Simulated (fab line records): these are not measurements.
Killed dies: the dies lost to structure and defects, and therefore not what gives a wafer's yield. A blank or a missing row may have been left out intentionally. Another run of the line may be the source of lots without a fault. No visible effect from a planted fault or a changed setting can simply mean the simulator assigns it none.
Chamber matching | flow nand-harc | 4 sister chambers for NHARC_A_CONTACT_ETCH_75 on rie-diel-09
The step etches the open film in CF4, target depth 39 nm, time 65 s. 22 wafers are shown with their chamber, then 11 later ones without.

WAFERS PAIRED WITH THEIR CHAMBERS
wafer  | chamber | showerhead-plenum-p-Torr (Torr) | drypump-motor-current-A (A) | oes-product-au (a.u.)
L074.1 | 1       | 1.74                            | 6.3                         | 0.990
L074.2 | 3       | 1.77                            | 4.7                         | 1.015
L074.3 | 0       | 1.86                            | 6.1                         | 0.989
L077.4 | 3       | 1.77                            | 4.7                         | 1.001
L077.5 | 1       | 1.74                            | 6.2                         | 0.984
L077.6 | 2       | 1.91                            | 5.0                         | 0.979
L082.2 | 1       | 1.74                            | 6.2                         | 0.978
L082.4 | 2       | 1.90                            | 5.0                         | 0.997
L082.5 | 3       | 1.76                            | 4.7                         | 1.005
L082.1 | 3       | 1.76                            | 4.7                         | 1.002
L082.3 | 0       | 1.85                            | 6.1                         | 0.983
L082.6 | 2       | 1.90                            | 4.9                         | 0.991
L083.1 | 2       | 1.90                            | 4.9                         | 0.996
L083.5 | 3       | 1.76                            | 4.7                         | 1.004
L083.6 | 1       | 1.74                            | 6.3                         | 0.980
L085.1 | 0       | 1.85                            | 6.2                         | 0.968
L085.2 | 2       | 1.90                            | 5.0                         | 0.981
L085.5 | 1       | 1.74                            | 6.2                         | 0.976
L085.3 | 3       | 1.76                            | 4.7                         | 0.989
L085.4 | 1       | 1.74                            | 6.2                         | 0.973
L085.6 | 0       | 1.85                            | 6.2                         | 0.980
L086.4 | 2       | 1.90                            | 5.0                         | 1.009

SIGNATURES (means of the wafers above)
reading                  | chamber 0 | chamber 1 | chamber 2 | chamber 3 | scatter within a chamber
showerhead-plenum-p-Torr | 1.8525    | 1.7400    | 1.9017    | 1.7633    | 0.00403
drypump-motor-current-A  | 6.150     | 6.233     | 4.967     | 4.700     | 0.0451
oes-product-au           | 0.98000   | 0.98017   | 0.99217   | 1.00267   | 0.00878
Rule: a wafer lies at a distance from a chamber equal to the root of the sum of squares, over the readings, of (its reading less the chamber's mean, divided by the reading's scatter). If the next closest chamber is less than 2 further off than the closest, the wafer can't be placed; otherwise it belongs to the closest. The scatter: the root of (the sum of the squares of (reading less its chamber's mean) over the shown wafers, divided by (wafers less chambers)).

WAFERS WITHOUT THEIR CHAMBER
wafer  | showerhead-plenum-p-Torr (Torr) | drypump-motor-current-A (A) | oes-product-au (a.u.)
L086.5 | 1.90                            | 5.0                         | 0.993
L086.6 | 1.75                            | 4.7                         | 1.004
L092.1 | 1.75                            | 4.7                         | 1.004
L092.2 | 1.84                            | 6.1                         | 0.995
L092.3 | 1.89                            | 5.0                         | 0.995
L092.4 | 1.73                            | 6.2                         | 0.995
L092.5 | 1.89                            | 5.0                         | 0.994
L092.6 | 1.73                            | 6.2                         | 1.013
L096.4 | 1.88                            | 4.9                         | 0.998
L096.5 | 1.88                            | 5.0                         | 0.996
L096.6 | 1.73                            | 6.2                         | 1.004

WHICH CHAMBER EACH ONE RAN IN
wafer  | from the rows above | in truth
L086.5 | 2                   | 2
L086.6 | 3                   | 3
L092.1 | 3                   | 3
L092.2 | 0                   | 0
L092.3 | 2                   | 2
L092.4 | 1                   | 1
L092.5 | 2                   | 2
L092.6 | 1                   | 1
L096.4 | 2                   | 2
L096.5 | 2                   | 2
L096.6 | 1                   | 1
Correct placement for 11 of the 11. Not placeable from these rows: 0. Number placed wrongly: 0.
